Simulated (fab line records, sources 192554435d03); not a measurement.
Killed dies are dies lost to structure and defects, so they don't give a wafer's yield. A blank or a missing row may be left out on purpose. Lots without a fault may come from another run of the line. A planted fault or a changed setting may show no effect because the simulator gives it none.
fab line records | flow n5_finfet | part 2 of 2: steps 5 to 6 of 6
record lots=22 wafers=66 last_day=20
route steps=1938 shown START@1 FIN_SAQP@96 FIN_CUT@167
lots that met no fault: from a run of the same line without faults
start_h: hours from the record's first day to the start of the lot's first wafer shown | wait_h: hours since the lot's step before | " the same as in the row above | L1.1+2: a row that stands for several wafers | - no value, or no start given | * or withheld: withheld | < > ~ a bound
route shown NAME@n: a module of which the file shows steps, and the number in the route of the first | usual: mean/standard deviation of fault-free wafers | same: alike in all rows | chamber/n: place in a boat | sites: the reading at each site | _std_site: their standard deviation | _edge_site: outer sites' mean less inner sites' | radius_mm: how far each site lies from the wafer's centre | mask NAME#n: copy n | behind: the tool/chamber that last shaped the wafer | hold: why the lot was held/for how many hours/how that ended | device: the transistor (n, p or np) that didn't switch | end of line: the same wafers' tests at the end of the route | a step without rows: its recipe alone | killed: dies lost to structure and defects at the first sort, not the wafer's yield | map: a wafer's dies, x killed, . not, _ none there
set.NAME: the setting as run; set.NAME@STEP: as run at that earlier step | model.NAME: the simulator's own value behind a step, which no gauge read
steps of the route over a sample of lots; a table a step, a row a wafer
services: from which hour (start_h, from the record's first day; less than 0 if before it) a tool's chamber was out of use, for how many hours, and why
## steps
# step N5_FIN_CUT_ETCH_30
# recipe chemistry=N2/H2 target=underlayer target_depth_a=130 mask_material=CAR-EUV time_s=10.4 ion_energy_ev=200 pressure_mtorr=30 source_w=840 bias_w=150 n2_flow_sccm=200 h2_flow_sccm=200 ends=cleared
# usual drypump_motor_current_A=5.5/0.49 etch_rf_on_time_s=10.25/0.2 oes_product_au=0.69/0.074 rf_vpp_V=524.1/2.6 showerhead_plenum_p_Torr=2.55/0.094 throttle_valve_pct=17.92/0.23
# columns lot.wafer tool chamber start_h wait_h drypump_motor_current_A etch_rf_on_time_s oes_product_au rf_hours_counter_h rf_vpp_V showerhead_plenum_p_Torr throttle_valve_pct
L074.2 rie_diel-01 1 27.07 0.0 6.2 9.74 0.66 148 526.9 2.64 17.76
L074.3 " 0 " " 6.1 10.15 0.62 208 526.1 2.64 18.36
L074.4 " 1 " " 6.1 9.70 0.67 - 528.6 2.64 17.77
L075.1 rie_diel-05 1 34.78 0.0 5.9 10.20 0.83 9 526.3 2.71 18.06
L075.4 " 0 " " 4.7 10.39 0.65 - 527.0 2.67 18.04
L075.5 " 1 " " 5.9 10.15 0.83 - 530.1 2.71 18.05
L076.3 rie_diel-01 0 40.44 0.0 6.1 10.18 0.63 213 525.3 2.64 18.37
L076.4 " 1 " " 6.1 9.78 0.66 - 527.3 2.64 17.76
L076.5 " 0 " " 6.1 10.19 0.61 - 526.1 2.64 18.36
L077.3 rie_diel-05 1 48.04 0.0 5.9 10.07 0.82 12 527.8 2.71 18.05
L077.4 " 0 " " 4.7 10.32 0.64 153 527.4 2.67 18.05
L077.5 " 0 " " 4.7 10.33 0.64 - 527.3 2.67 18.02
L078.1 rie_diel-04 2 52.80 0.0 5.5 10.34 0.69 96 522.2 2.45 17.50
L078.3 " 0 " " 5.8 10.32 0.62 179 524.3 2.54 18.14
L078.5 " 3 " " 5.8 10.06 0.64 - 523.5 2.54 18.16
L079.3 rie_diel-04 0 57.70 0.0 5.8 10.41 0.62 181 523.0 2.54 18.15
L079.4 " 1 " " 5.7 10.31 0.79 19 522.7 2.49 17.83
L079.6 " 1 " " 5.8 10.30 0.80 - 522.2 2.49 17.84
L080.2 rie_diel-01 0 64.81 0.0 6.1 9.98 0.62 221 525.1 2.64 18.36
L080.4 " 1 " " 6.2 9.60 0.66 161 526.1 2.64 17.80
L080.6 " 2 " " 5.1 9.91 0.82 - 525.7 2.62 17.63
L082.1 rie_diel-05 2 75.68 0.0 5.5 10.16 0.68 108 520.7 2.44 17.64
L082.4 " 0 " " 4.7 10.51 0.62 161 526.6 2.67 18.05
L082.6 " 1 " " 5.9 10.21 0.80 - 529.5 2.71 18.06
L083.1 rie_diel-05 3 82.18 0.0 5.0 10.07 0.81 12 521.3 2.49 17.69
L083.2 " 0 " " 4.7 10.47 0.62 162 526.4 2.67 18.06
L083.6 " 3 " " 5.0 10.16 0.80 - 524.4 2.49 17.68
L084.2 rie_diel-05 0 88.11 0.0 4.7 10.61 0.62 164 528.4 2.67 18.03
L084.4 " 3 " " 5.0 10.23 0.79 - 521.7 2.48 17.69
L084.5 " 2 " " 5.5 10.12 0.69 - 520.9 2.44 17.65
L085.1 rie_diel-04 1 98.06 0.0 5.7 10.23 0.77 30 523.9 2.49 17.85
L085.3 " 2 " " 5.5 10.30 0.69 109 521.0 2.45 17.53
L085.6 " 0 " " 5.8 10.29 0.62 - 522.7 2.54 18.17
L086.2 rie_diel-05 0 100.12 0.0 4.7 10.47 0.62 167 525.9 2.66 18.06
L086.3 " 3 " " 5.0 10.34 0.78 17 522.0 2.48 17.71
L086.4 " 1 " " 5.9 10.25 0.80 24 528.6 2.71 18.07
L087.3 rie_diel-05 2 108.28 0.0 5.5 9.97 0.68 118 521.4 2.43 17.67
L087.4 " 0 " " 4.7 10.38 0.63 171 528.2 2.66 18.08
L087.5 " 0 " " 4.7 10.43 0.62 - 525.8 2.66 18.07
L088.3 rie_diel-04 3 113.49 0.0 5.8 10.32 0.62 202 523.9 2.53 18.20
L088.5 " 0 " " 5.8 10.44 0.61 - 522.7 2.53 18.16
L088.6 " 3 " " 5.9 10.32 0.63 - 522.8 2.53 18.19
L089.1 rie_diel-04 3 117.72 0.0 5.9 10.32 0.63 204 524.1 2.53 18.20
L089.3 " 1 " " 5.7 10.39 0.75 38 522.4 2.48 17.86
L089.4 " 3 " " 5.9 10.32 0.62 - 521.7 2.53 18.19
L090.1 rie_diel-05 2 123.65 0.0 5.5 10.21 0.67 124 521.5 2.43 17.67
L090.2 " 1 " " 5.9 10.27 0.77 35 528.2 2.70 18.10
L090.6 " 3 " " 5.0 10.30 0.76 - 520.8 2.48 17.70
L092.1 rie_diel-05 3 136.62 0.0 5.0 10.25 0.76 28 522.9 2.48 17.73
L092.3 " 2 " " 5.5 10.17 0.67 127 520.9 2.43 17.67
L092.6 " 0 " " 4.7 10.48 0.62 - 526.5 2.66 18.09
L093.3 rie_diel-04 2 141.39 0.0 5.5 10.30 0.67 120 520.9 2.44 17.55
L093.5 " 3 " " 5.9 10.25 0.63 - 523.8 2.53 18.20
L093.6 " 2 " " 5.5 10.24 0.68 - 522.6 2.44 17.54
L094.2 rie_diel-01 1 147.39 0.0 6.2 9.79 0.62 192 525.7 2.63 17.83
L094.3 " 2 " " 5.1 10.44 0.74 38 523.4 2.60 17.72
L094.6 " 2 " " 5.1 10.38 0.73 - 524.4 2.60 17.71
L095.1 rie_diel-04 2 152.66 0.0 5.5 10.46 0.67 122 520.1 2.44 17.55
L095.2 " 0 " " 5.8 10.50 0.60 210 522.5 2.53 18.19
L095.3 " 3 " " 5.8 10.43 0.62 213 522.7 2.52 18.23
L096.1 rie_diel-05 2 159.33 0.0 5.5 10.10 0.67 134 521.5 2.43 17.69
L096.2 " 0 " " 4.7 10.46 0.62 187 527.8 2.66 18.08
L096.4 " 3 " " 5.0 10.17 0.75 35 522.8 2.48 17.74
L097.3 rie_diel-05 1 165.12 0.0 5.8 10.13 0.77 46 529.4 2.70 18.12
L097.5 " 2 " " 5.5 10.25 0.66 - 520.7 2.43 17.70
L097.6 " 1 " " 5.9 10.28 0.76 - 528.1 2.70 18.11
# step N5_FIN_CUT_CUT_ETCH_28
# recipe chemistry=HBr/Cl2/O2 target=Si target_depth_a=60 mask_material=SOC time_s=2.4 ion_energy_ev=* bias_w=* pressure_mtorr=10 icp_w=800 HBr_flow_sccm=150 Cl2_flow_sccm=80 O2_flow_sccm=12
# usual drypump_motor_current_A=5.8/0.4 mfc_cl2_sccm=80.01/0.24 oes_product_au=1.001/0.014 throttle_valve_pct=37.14/0.25
# same time_s=2.4
# columns lot.wafer tool chamber start_h wait_h drypump_motor_current_A mfc_cl2_sccm oes_product_au rf_hours_counter_h throttle_valve_pct
L074.2 rie_si-04 1 27.72 0.0 5.8 79.87 1.012 71 37.73
L074.3 " 0 " " 6.0 80.18 1.007 5 37.40
L074.4 " 2 " " 5.3 79.76 0.972 161 37.19
L075.1 rie_si-05 0 35.66 0.0 6.5 80.22 0.995 147 37.30
L075.4 " 3 " " 6.3 80.07 1.004 45 37.24
L075.5 " 3 " " 6.3 80.00 1.014 - 37.24
L076.3 rie_si-03 2 41.09 0.0 5.8 79.69 1.020 54 36.81
L076.4 " 0 " " 6.3 80.22 1.011 62 36.94
L076.5 " 0 " " 6.3 79.99 1.013 - 36.93
L077.3 rie_si-03 3 48.75 0.0 5.8 79.81 1.028 164 36.84
L077.4 " 1 " " 5.2 79.66 0.979 6 37.21
L077.5 " 3 " " 5.8 79.50 1.012 - 36.85
L078.1 rie_si-03 0 53.58 0.0 6.3 80.23 1.010 62 36.92
L078.3 " 2 " " 5.8 79.99 1.018 54 36.81
L078.5 " 0 " " 6.3 80.82 1.022 - 36.93
L079.3 rie_si-05 0 58.35 0.0 6.5 79.97 1.004 147 37.28
L079.4 " 3 " " 6.4 79.96 0.999 46 37.22
L079.6 " 2 " " 5.7 79.92 0.999 - 36.85
L080.2 rie_si-03 2 65.46 0.0 5.8 79.74 1.020 54 36.81
L080.4 " 3 " " 5.8 80.12 1.015 165 36.86
L080.6 " 0 " " 6.4 79.88 1.015 - 36.91
L082.1 rie_si-03 0 76.43 0.0 6.3 79.59 1.009 63 36.92
L082.4 " 3 " " 5.8 80.02 1.019 165 36.86
L082.6 " 0 " " 6.4 79.47 1.018 - 36.93
L083.1 rie_si-04 2 82.83 0.0 5.3 80.71 0.980 162 37.20
L083.2 " 1 " " 5.7 79.91 1.008 72 37.75
L083.6 " 1 " " 5.8 80.09 1.007 - 37.74
L084.2 rie_si-04 3 88.82 0.0 5.7 80.34 1.012 123 37.09
L084.4 " 1 " " 5.8 80.07 1.001 - 37.73
L084.5 " 2 " " 5.3 80.11 0.966 - 37.20
L085.1 rie_si-04 1 99.03 0.0 5.7 79.75 1.012 72 37.75
L085.3 " 3 " " 5.7 80.14 1.010 123 37.10
L085.6 " 1 " " 5.7 80.08 1.010 - 37.73
L086.2 rie_si-04 0 100.83 0.0 6.0 80.35 1.006 6 37.40
L086.3 " 1 " " 5.7 80.01 1.008 72 37.73
L086.4 " 3 " " 5.8 80.13 1.013 123 37.10
L087.3 rie_si-05 3 108.93 0.0 6.4 80.15 1.001 46 37.24
L087.4 " 2 " " 5.7 79.90 1.001 27 36.86
L087.5 " 2 " " 5.7 80.14 1.001 - 36.88
L088.3 rie_si-05 3 114.14 0.0 6.3 79.90 1.002 46 37.24
L088.5 " 0 " " 6.5 79.65 0.994 - 37.29
L088.6 " 3 " " 6.4 79.69 1.010 - 37.24
L089.1 rie_si-04 3 118.37 0.0 5.8 80.12 1.016 124 37.10
L089.3 " 0 " " 5.9 80.15 1.015 6 37.41
L089.4 " 1 " " 5.7 79.87 1.014 73 37.74
L090.1 rie_si-03 3 124.36 0.0 5.8 80.00 1.013 166 36.85
L090.2 " 0 " " 6.3 79.67 1.007 63 36.91
L090.6 " 0 " " 6.3 79.50 1.006 - 36.93
L092.1 rie_si-05 3 137.27 0.0 6.3 79.96 1.005 47 37.23
L092.3 " 1 " " 5.5 80.25 0.991 4 37.16
L092.6 " 3 " " 6.3 80.03 0.997 - 37.25
L093.3 rie_si-05 0 142.04 0.0 6.5 80.14 0.990 149 37.28
L093.5 " 3 " " 6.3 80.26 0.998 - 37.24
L093.6 " 2 " " 5.7 79.82 0.999 - 36.87
L094.2 rie_si-05 3 148.04 0.0 6.3 79.91 0.987 47 37.23
L094.3 " 1 " " 5.5 80.09 0.980 4 37.16
L094.6 " 1 " " 5.5 80.22 0.988 - 37.14
L095.1 rie_si-04 3 153.31 0.0 5.8 80.36 1.022 124 37.10
L095.2 " 0 " " 5.9 80.07 1.010 7 37.40
L095.3 " 1 " " 5.7 79.97 1.000 73 37.74
L096.1 rie_si-03 0 159.98 0.0 6.3 79.92 1.010 64 36.93
L096.2 " 2 " " 5.8 80.04 1.020 56 36.80
L096.4 " 1 " " 5.2 80.05 0.985 8 37.22
L097.3 rie_si-05 3 165.77 0.0 6.3 80.20 1.013 47 37.24
L097.5 " 3 " " 6.2 79.89 0.999 - 37.23
L097.6 " 0 " " 6.5 79.71 0.995 - 37.28
## services
# columns tool chamber start_h hours kind
rie_diel-06 0 4.62 3.9 repair
rie_si-03 1 21.37 13.2 repair
rie_si-03 0 24.97 2.0 repair
rie_diel-05 - 25.24 0.2 repair
rie_si-04 1 32.61 2.8 repair
rie_si-03 - 44.32 0.6 repair
rie_diel-02 3 46.09 4.0 repair
pecvd-04 2 47.96 119.5 repair
pecvd-01 - 49.88 6.0 pm
rie_diel-02 - 56.46 2.8 pm
rie_si-04 0 61.97 29.8 repair
rie_diel-03 2 77.09 4.3 repair
rie_diel-06 - 79.36 2.8 pm
rie_diel-05 1 80.42 9.3 repair
pecvd-01 - 98.70 0.7 repair
rie_si-05 3 98.96 9.6 repair
pecvd-01 - 102.70 4.3 pm
rie_diel-04 2 105.37 13.3 repair
rie_diel-06 0 119.41 1.3 repair
rie_diel-03 2 127.70 2.8 repair
pecvd-01 1 128.31 13.7 repair
pecvd-01 2 144.47 3.6 repair
pecvd-04 1 148.95 6.2 repair
pecvd-01 - 152.19 0.9 repair
